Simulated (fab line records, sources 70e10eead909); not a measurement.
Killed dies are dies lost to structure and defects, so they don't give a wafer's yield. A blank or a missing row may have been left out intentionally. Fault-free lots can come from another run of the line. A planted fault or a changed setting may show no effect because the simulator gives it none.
Comparing a struck lot with a sound one :: flow nandHarc :: 38 out of 1159 route steps
Sound: the wafers L506.1, L506.3, L506.6. Struck: wafers L519.1, L519.3, L519.6. The cause comes at the end.
At each step with rows: each side's tool, then ch and its chambers, then its first start. Under that, the readings that differ: sound wafers :: struck wafers :: difference of the means :: sigmas: that difference in standard deviations of wafers without a fault.
alike: same words and numbers on both sides, and readings whose means sit less than 2 such deviations apart. not compared: any withheld reading, any reading some wafer has no value for, any bound like >300 that may hide the same value, and any number with overlapping values for which the record gives no deviation.
The two part at a step that has a row with sigmas, a row that says differs or no value, or rows on one side only. Non-overlapping numbers with no deviation appear without sigmas and do not part them. Lack of a reading on every wafer of one side parts them only where that side has two or more wafers.

first, 6 steps without rows for these wafers: NHARC_A_WL_FILL_CVD_23 (deposits poly-Si, target thk 40 nm, time 800 s); NHARC_A_WL_FILL_ETCHBACK_26 (etches the open film in HBr, target depth 52 nm, time 13.3 s); NHARC_A_WL_FILL_PRECLEAN_30 (cleans in dHF, time 10 s); NHARC_A_WL_FILL_SRD_14; NHARC_A_WL_FILL_ALD_19 (deposits TiN, target thk 2 nm, pulse time 3 s, ald cycles 100); NHARC_A_WL_FILL_CVD_20 (deposits W, target thk 75 nm, time 5064 s).
NHARC_A_WL_FILL_CMP_12: polishes, t overpolish 30 s, target thk 75 nm.
  sound on cmp-02 ch 0,2,3, day 16 14:07; struck on cmp-02 ch 1,3, day 19 22:53
  alike: motorCurrentA, overpolishRunS, timeToEndpointS
after that, 1 step had no rows for these wafers: NHARC_A_WL_FILL_SRD_31.
NHARC_A_WL_FILL_INSPECT_15:
  struck on defectInspect-02, day 19 23:22; sound on defectInspect-02, day 16 14:35
  alike: rawDefectCount
NHARC_A_CONTACT_DEP_24: deposits SiO2, target thk 500 nm.
  sound on pecvd-02 ch 0,2, day 16 14:40; struck on pecvd-02 ch 0,1,2, day 19 23:29
  alike: heaterPowerW, showerheadVppV, throttleValvePct
  not compared: sinceWetCleanH
then, 12 steps without rows for these wafers: NHARC_A_CONTACT_DEP_28 (deposits aC, target thk 3600 nm); NHARC_A_CONTACT_DEP_29 (deposits SiON, target thk 70 nm); NHARC_A_CONTACT_DEHYDRATE_32 (time 120 s); NHARC_A_CONTACT_HMDS_33 (time 30 s); NHARC_A_CONTACT_COAT_34 (time 75 s); NHARC_A_CONTACT_COAT_35 (time 65 s); NHARC_A_CONTACT_COAT_36 (resist thk 90 nm); NHARC_A_CONTACT_SOFTBAKE_37 (time 55 s); NHARC_A_CONTACT_EBR_38; NHARC_A_CONTACT_EXPOSE_39 (exposes mask A CC 3); NHARC_A_CONTACT_PEB_40 (peb time 65 s); NHARC_A_CONTACT_DEVELOP_41 (develop time 35 s).
NHARC_A_CONTACT_CD_MEAS_42 targets a cd of 200 nm.
  sound on cdSem-03 ch 0, day 16 20:45; struck on cdSem-03 ch 0, day 20 04:39
  alike: cdNm
NHARC_A_CONTACT_OVL_MEAS_43:
  struck on overlay-01, day 20 04:44; sound on overlay-02, day 16 20:50
  alike: overlayXNm, overlayYNm
then, 3 steps without rows for these wafers: NHARC_A_CONTACT_DESCUM_47 (chemistry O2, time 3 s); NHARC_A_CONTACT_ETCH_48 (etches the open film in CF4, target depth 39 nm, time 65 s); NHARC_A_CONTACT_ETCH_49 (etches the open film in N2/H2, target depth 260 nm, time 475.3 s).
NHARC_A_CONTACT_ETCH_50: etches the open film in CF4/CHF3, target depth 84.7 nm, time 42.4 s.
  sound on rieDiel-08 ch 0,3; struck on rieDiel-11 ch 0,1,3
  alike: cf4FlowSccm, drypumpMotorCurrentA, oesProductAu, rfVppV, showerheadPlenumPTorr, throttleValvePct
  not compared: rfHoursCounterH
then, 1 step without rows for these wafers: NHARC_A_CONTACT_ETCH_51 (etches the open film in O2/COS, target depth 3600 nm, time 936 s).
NHARC_A_CONTACT_ETCH_111: etches the open film in C4F8/O2/Ar, time 140 s, target depth 700 nm.
  sound on harCapEtch-03 ch 0,1, day 16 22:11; struck on harCapEtch-01 ch 0, day 20 06:16
  not compared: rfHoursCounterH
then, 2 steps without rows for these wafers: NHARC_A_CONTACT_ETCH_112 (etches the open film in C4F8/O2/Ar, time 94 s, target depth 922 nm); NHARC_A_CONTACT_ETCH_113 (etches the open film in C4F8/O2/Ar, time 94 s, target depth 922 nm).
NHARC_A_CONTACT_ETCH_114: etches the open film in C4F8/O2/Ar, time 94 s, target depth 922 nm.
  sound on harCapEtch-03 ch 0,1, day 16 22:42; struck on harCapEtch-01 ch 0, day 20 06:39
  not compared: rfHoursCounterH
then, 3 steps without rows for these wafers: NHARC_A_CONTACT_ETCH_115 (etches the open film in C4F8/O2/Ar, time 94 s, target depth 922 nm); NHARC_A_CONTACT_ETCH_116 (etches the open film in C4F8/O2/Ar, time 94 s, target depth 922 nm); NHARC_A_CONTACT_ETCH_117 (etches the open film in C4F8/O2/Ar, time 94 s, target depth 922 nm).
NHARC_A_CONTACT_ETCH_118: etches the open film in C4F8/O2/Ar, time 94 s, target depth 922 nm.
  sound on harCapEtch-03 ch 0,1, day 16 23:11; struck on harCapEtch-01 ch 0, day 20 07:01
  not compared: rfHoursCounterH
-- record jumps: 3 days between struck wafers' starts before vs after; left off in module A_CONTACT, resumes in module END, first step shown is number 1159 of the route --
NHARC_END_SORT_01:
  the record has rows for the struck wafers here (prober-02 ch 0, day 23 12:32) and none for the sound ones

WHERE THEY PART
NHARC_END_SORT_01 only, going by this record.

WHY: what the simulator had put in
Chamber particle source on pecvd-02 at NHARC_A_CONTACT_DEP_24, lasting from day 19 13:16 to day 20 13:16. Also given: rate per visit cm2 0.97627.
